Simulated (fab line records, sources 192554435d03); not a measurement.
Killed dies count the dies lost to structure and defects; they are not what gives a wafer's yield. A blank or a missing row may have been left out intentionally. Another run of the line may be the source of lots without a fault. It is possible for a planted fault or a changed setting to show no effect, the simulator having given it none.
fab line records    flow n5-finfet
[record] lots = 7  wafers = 21  last-day = 19
route steps=1938 shown BEOL_M8@1351
lots untouched by any fault: they come from a run of this same line in which no faults occurred
start-h: start of the lot's first displayed wafer, in hours after the record's first day    wait-h: time in hours since the lot's previous step    " repeats the value in the row above    L1.1+2: a single row standing in for several wafers    - no value, or no start given    * or withheld: withheld    < > ~ a bound
route shown NAME@n: NAME is a module with steps in the file, n the number in the route of the first one    usual: average and standard deviation across the fault-free wafers    same: alike in all rows    chamber/n: place in a boat    sites: each site's reading    _std_site: standard deviation of those values    _edge_site: mean of outer sites minus mean of inner sites    radius-mm: how far each site lies from the wafer's centre    mask NAME#n: copy n    behind: the most recent tool/chamber to have shaped the wafer    hold: cause of the lot's hold/its duration in hours/its outcome    device: whichever transistor did not switch (one of n, p or np)    end of line: the route-end tests of the same wafers    for a step that has no rows: nothing shown but its recipe    killed: not the wafer's yield, but the dies lost to structure and defects at the first sort    map: a wafer's dies, marking killed ones x, the rest . and places with no die _
set.NAME: the setting as run; set.NAME@STEP: as run at that earlier step    model.NAME: the simulator's own value behind a step, which no gauge read
lots seen at some steps along the route; tables by step, rows by wafer
services: from which hour (start-h, from the record's first day; less than 0 if before it) a tool's chamber was out of use, for how many hours, and why
[[steps]]
[step N5_BEOL_M8_STRIP_68]
[recipe] chemistry = N2/H2  temp-c = 40  n2-flow-sccm = 200  h2-flow-sccm = 200  rf-frequency-hz = 6e+07
[step N5_BEOL_M8_STRIP_67]
[recipe] chemistry = CF4  resist = SiARC  power-w = 300  bias-power-w = 75  pressure-mtorr = 50  cf4-flow-sccm = 150  rf-frequency-hz = 6e+07
[usual] drypump-motor-current-A = 5.8/0.48  oes-product-au = 0.80/0.086  power-w = 300.1/0.82  rf-vpp-V = 270.9/1.8  showerhead-plenum-p-Torr = 1.78/0.063  throttle-valve-pct = 13.58/0.21
lot.wafer  tool         chamber  start-h  wait-h  drypump-motor-current-A  oes-product-au  power-w  rf-hours-counter-h  rf-vpp-V  showerhead-plenum-p-Torr  throttle-valve-pct
L672.2     rie-diel-01  1        239.68   0.0     5.9                      0.71            301.3    212                 271.3     1.71                      13.67
L672.3     "            2        "        "       6.1                      0.70            300.2    248                 271.9     1.77                      14.05
L672.6     "            2        "        "       6.1                      0.71            299.0    -                   271.7     1.77                      14.05
L677.1     rie-diel-01  0        260.55   0.0     5.5                      0.75            299.6    128                 269.2     1.73                      13.75
L677.5     "            1        "        "       5.9                      0.71            300.1    -                   269.0     1.71                      13.68
L677.6     "            0        "        "       5.5                      0.76            301.1    -                   270.2     1.73                      13.75
L685.2     rie-diel-04  3        324.96   0.0     6.7                      0.81            299.1    115                 272.9     1.87                      13.48
L685.4     "            2        "        "       6.0                      0.90            300.6    26                  274.0     1.82                      13.41
L685.6     "            3        "        "       6.7                      0.81            301.5    -                   274.0     1.87                      13.48
L686.4     rie-diel-04  3        331.30   0.0     6.7                      0.80            302.3    117                 272.3     1.87                      13.48
L686.5     "            3        "        "       6.7                      0.81            300.2    -                   272.6     1.87                      13.47
L686.6     "            0        "        "       5.8                      0.73            301.0    -                   269.9     1.72                      13.55
L687.1     rie-diel-04  1        333.60   0.0     5.7                      0.75            300.1    173                 268.2     1.72                      13.61
L687.2     "            0        "        "       5.8                      0.73            300.6    173                 269.9     1.71                      13.55
L687.6     "            2        "        "       6.0                      0.90            299.8    -                   273.0     1.82                      13.41
L693.1     rie-diel-05  0        361.35   0.0     4.9                      0.93            298.3    23                  270.5     1.83                      13.53
L693.2     "            2        "        "       6.1                      1.00            299.5    1                   270.5     1.84                      13.38
L693.4     "            1        "        "       5.0                      0.79            299.2    125                 273.4     1.80                      13.68
L691.1     rie-diel-04  3        384.19   0.0     6.7                      0.79            299.8    136                 273.4     1.87                      13.52
L691.4     "            2        "        "       6.0                      0.87            299.2    43                  270.8     1.82                      13.44
L691.6     "            2        "        "       6.0                      0.87            300.6    -                   271.1     1.82                      13.45
[step N5_BEOL_M8_HM_OPEN_17]
[recipe] chemistry = Cl2/BCl3  target-depth-a = 200  overetch-a = 60  target = TiN  mask-material = SOC  ion-energy-ev = 150  pressure-mtorr = 10  icp-w = 1000  bias-w = 126  Cl2_flow_sccm = 53.25  bcl3-flow-sccm = 21.75  Ar_flow_sccm = 25
[usual] drypump-motor-current-A = 5.5/0.41  oes-product-au = 0.65/0.069  throttle-valve-pct = 22.08/0.15
lot.wafer  tool          chamber  start-h  wait-h  drypump-motor-current-A  oes-product-au  rf-hours-counter-h  throttle-valve-pct
L672.2     rie-metal-03  1        239.72   0.0     5.9                      0.58            73                  22.12
L672.3     "             1        "        "       5.8                      0.58            -                   22.12
L672.6     "             0        "        "       5.6                      0.81            -                   21.84
L677.1     rie-metal-02  0        260.59   0.0     4.9                      0.62            59                  22.22
L677.5     "             0        "        "       4.9                      0.62            -                   22.21
L677.6     "             1        "        "       5.8                      0.69            -                   21.97
L685.2     rie-metal-03  1        325.00   0.0     5.8                      0.58            80                  22.14
L685.4     "             0        "        "       5.6                      0.76            -                   21.86
L685.6     "             0        "        "       5.6                      0.76            -                   21.86
L686.4     rie-metal-02  1        331.37   0.1     5.8                      0.67            -                   21.99
L686.5     "             1        "        "       5.8                      0.67            -                   21.99
L686.6     "             0        "        "       4.9                      0.61            -                   22.22
L687.1     rie-metal-03  0        333.64   0.0     5.6                      0.75            9                   21.85
L687.2     "             1        "        "       5.8                      0.57            81                  22.16
L687.6     "             1        "        "       5.8                      0.57            -                   22.16
L693.1     rie-metal-03  0        361.39   0.0     5.6                      0.74            11                  21.87
L693.2     "             1        "        "       5.8                      0.57            83                  22.14
L693.4     "             1        "        "       5.8                      0.57            -                   22.15
L691.1     rie-metal-01  1        384.23   0.0     5.3                      0.67            27                  21.96
L691.4     "             1        "        "       5.3                      0.68            -                   21.96
L691.6     "             1        "        "       5.3                      0.67            -                   21.95
[step N5_BEOL_M8_STRIP_19]
[recipe] chemistry = O2  power-w = 400  temp-c = 40  pressure-mtorr = 30  rf-frequency-hz = 6e+07  bias-power-w = 0  overash-fraction = 0.2  o2-flow-sccm = 225
[usual] drypump-motor-current-A = 5.8/0.45  oes-product-au = 0.79/0.091  rf-vpp-V = 3.6/0.53  showerhead-plenum-p-Torr = 2.08/0.076  throttle-valve-pct = 16.69/0.22
lot.wafer  tool         chamber  start-h  wait-h  drypump-motor-current-A  oes-product-au  rf-hours-counter-h  rf-vpp-V  showerhead-plenum-p-Torr  throttle-valve-pct
L672.2     rie-diel-04  0        239.83   0.1     5.8                      0.76            143                 4.3       2.01                      16.55
L672.3     "            3        "        "       6.7                      0.84            87                  3.2       2.22                      16.53
L672.6     "            3        "        "       6.7                      0.84            -                   3.7       2.22                      16.54
L677.1     rie-diel-01  3        260.70   0.1     5.1                      0.92            10                  4.0       2.15                      16.29
L677.5     "            1        "        "       5.9                      0.71            -                   3.7       2.00                      16.79
L677.6     "            0        "        "       5.5                      0.76            -                   4.0       2.02                      16.88
L685.2     rie-diel-04  0        325.16   0.1     5.7                      0.73            170                 3.6       2.00                      16.59
L685.4     "            2        "        "       6.0                      0.91            26                  2.1       2.13                      16.52
L685.6     "            3        "        "       6.7                      0.81            -                   3.0       2.20                      16.60
L686.4     rie-diel-01  1        331.45   0.1     5.9                      0.69            246                 3.7       1.99                      16.82
L686.5     "            0        "        "       5.5                      0.75            -                   3.7       2.01                      16.93
L686.6     "            3        "        "       5.1                      0.86            -                   2.8       2.14                      16.32
L687.1     rie-diel-01  3        333.75   0.1     5.1                      0.86            35                  2.8       2.14                      16.32
L687.2     "            0        "        "       5.5                      0.74            152                 3.5       2.01                      16.92
L687.6     "            0        "        "       5.5                      0.74            -                   3.4       2.01                      16.94
L693.1     rie-diel-05  3        361.51   0.1     5.6                      0.68            249                 3.6       1.98                      17.19
L693.2     "            1        "        "       5.0                      0.78            125                 4.3       2.11                      16.77
L693.4     "            2        "        "       6.1                      0.99            1                   3.2       2.15                      16.56
L691.1     rie-diel-04  0        384.43   0.2     5.8                      0.71            192                 4.3       1.99                      16.61
L691.4     "            1        "        "       5.7                      0.74            192                 3.1       2.00                      16.71
L691.6     "            2        "        "       6.0                      0.88            -                   3.2       2.13                      16.55
[step N5_BEOL_M8_CD_MEAS_18]
[recipe] pitch-nm = 80  target-cd-nm = 40
[usual] cd-nm = 39.9/0.48
lot.wafer  tool       chamber  start-h  wait-h  cd-nm
L672.2     cd-sem-02  -        239.91   0.1     39.0
L672.3     "          -        "        "       38.8
L672.6     "          -        "        "       38.6
L677.1     cd-sem-02  -        260.77   0.0     39.4
L677.5     "          -        "        "       39.0
L677.6     "          -        "        "       39.8
L685.2     cd-sem-02  -        325.23   0.1     39.4
L685.4     "          -        "        "       39.3
L685.6     "          -        "        "       40.1
L686.4     cd-sem-02  -        331.53   0.1     40.2
L686.5     "          -        "        "       40.0
L686.6     "          -        "        "       39.8
L687.1     cd-sem-02  -        333.82   0.0     39.9
L687.2     "          -        "        "       40.0
L687.6     "          -        "        "       40.4
L693.1     cd-sem-01  -        361.58   0.0     39.8
L693.2     "          -        "        "       39.0
L693.4     "          -        "        "       39.8
L691.1     cd-sem-02  -        384.50   0.0     40.1
L691.4     "          -        "        "       40.3
L691.6     "          -        "        "       40.3
[step N5_BEOL_M8_COAT_63]
[recipe] resist = SOC  temp-c = 250  time-s = 60  spin-rpm = 1500  resist-thk-nm = 60
[step N5_BEOL_M8_COAT_64]
[recipe] resist = SiARC  temp-c = 220  time-s = 60  spin-rpm = 1500  resist-thk-nm = 12
[step N5_BEOL_M8_COAT_71]
[recipe] resist = underlayer  temp-c = 205  time-s = 60  spin-rpm = 1500  resist-thk-nm = 5
[step N5_BEOL_M8_COAT_22]
[recipe] resist = CAR-EUV  spin-rpm = 1500  resist-thk-nm = 30
[step N5_BEOL_M8_EBR_24]
[recipe] solvent = PGMEA  ebr-width-mm = 1.5
[step N5_BEOL_M8_SOFTBAKE_23]
[recipe] temp-c = 110  time-s = 60  resist = CAR-EUV
[step N5_BEOL_M8_EXPOSE_25]
[recipe] mask-id = V7  na = 0.33  source-shape = annular  sigma-inner = 0.4  sigma-outer = 0.8  polarization = unpolarized  target-cd-nm = 40  dose-mj = 42.5
[step N5_BEOL_M8_PEB_26]
[recipe] peb-temp-c = 100  peb-time-s = 60  resist = CAR-EUV
[usual] chill-plate-temp-C = 22.99/0.11  exhaust-pa = 44.9/0.91
lot.wafer  tool            chamber  start-h  wait-h  chill-plate-temp-C  exhaust-pa
L672.2     litho-track-04  0        241.61   0.1     23.09               44.9
L672.3     "               0        "        "       22.93               43.8
L672.6     "               0        "        "       23.02               44.0
L677.1     litho-track-01  0        261.26   0.1     23.08               45.3
L677.5     "               0        "        "       22.87               45.5
L677.6     "               0        "        "       22.96               44.9
L685.2     litho-track-01  -        325.56   0.1     -                   -
L685.4     "               -        "        "       -                   -
L685.6     "               -        "        "       -                   -
L686.4     litho-track-05  -        332.70   0.0     -                   -
L686.5     "               -        "        "       -                   -
L686.6     "               -        "        "       -                   -
L687.1     litho-track-04  -        334.74   0.1     -                   -
L687.2     "               -        "        "       -                   -
L687.6     "               -        "        "       -                   -
L693.1     litho-track-04  0        362.75   0.1     22.93               45.8
L693.2     "               0        "        "       22.94               45.5
L693.4     "               0        "        "       23.02               45.7
L691.1     litho-track-04  0        385.63   0.1     23.08               42.7
L691.4     "               0        "        "       23.06               43.8
L691.6     "               0        "        "       22.91               43.7
[step N5_BEOL_M8_DEVELOP_27]
[recipe] develop-time-s = 30  developer = TMAH  resist = CAR-EUV  rinse-liquid = surfactant-rinse  dry = air-spin  dev-temp-c = 23
[[services]]
tool            chamber  start-h  hours  kind
rie-diel-04     2        223.73   -      clean
rie-diel-04     2        223.73   -      consumable-replace:focus-ring
rie-diel-04     2        223.73   19.5   scheduled-down
rie-diel-04     2        223.73   19.5   vent-cycle
rie-diel-01     3        224.60   -      clean
rie-diel-01     3        224.60   -      consumable-replace:focus-ring
rie-diel-01     3        224.60   14.5   scheduled-down
rie-diel-01     3        224.60   14.5   vent-cycle
rie-metal-02    -        236.05   14.6   pm
rie-diel-01     2        246.10   -      clean
rie-diel-01     2        246.10   -      consumable-replace:focus-ring
rie-diel-01     2        246.10   20.4   scheduled-down
rie-diel-01     2        246.10   20.4   vent-cycle
rie-diel-05     2        246.28   10.0   repair
rie-diel-05     2        270.02   3.1    repair
litho-track-04  -        271.67   -      consumable-replace:filter
rie-diel-05     0        277.14   -      clean
rie-diel-01     1        344.07   -      clean
rie-diel-01     1        344.07   -      consumable-replace:focus-ring
rie-diel-01     1        344.07   -      consumable-replace:showerhead
rie-diel-01     1        344.07   20.9   scheduled-down
rie-diel-01     1        344.07   20.9   vent-cycle
rie-diel-04     2        363.48   6.0    repair
rie-metal-01    0        370.59   6.8    repair
[[key]]
[first-sign] step = N5_BEOL_M8_PEB_26  reading = tool-record  direction = missing
effect none on later readings
met-at N5_BEOL_M8_PEB_26
struck-wafers L685.2,L685.4,L685.6,L686.4,L686.5,L686.6,L687.1,L687.2,L687.6
later-rows-left-out L685.2,L685.4,L685.6,L686.4,L686.5,L686.6,L687.1,L687.2,L687.6
sort-left-out L685.2,L685.4,L685.6,L686.4,L686.5,L686.6,L687.1,L687.2,L687.6
onset-between 261.26 325.56
[fault] kind = skipped-step-whole  tool = litho-track-01,litho-track-04,litho-track-05  chamber = -  onset-h = 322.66  steps = N5_BEOL_M8_PEB_26  scope = struck-lots-only
// sort-left-out: the simulated sort isn't trusted on such a fault, so these wafers' sort isn't shown, and their yield isn't known
// later-rows-left-out: the simulator's readings of these wafers behind a module that went badly wrong aren't trusted and aren't shown, but for the sort
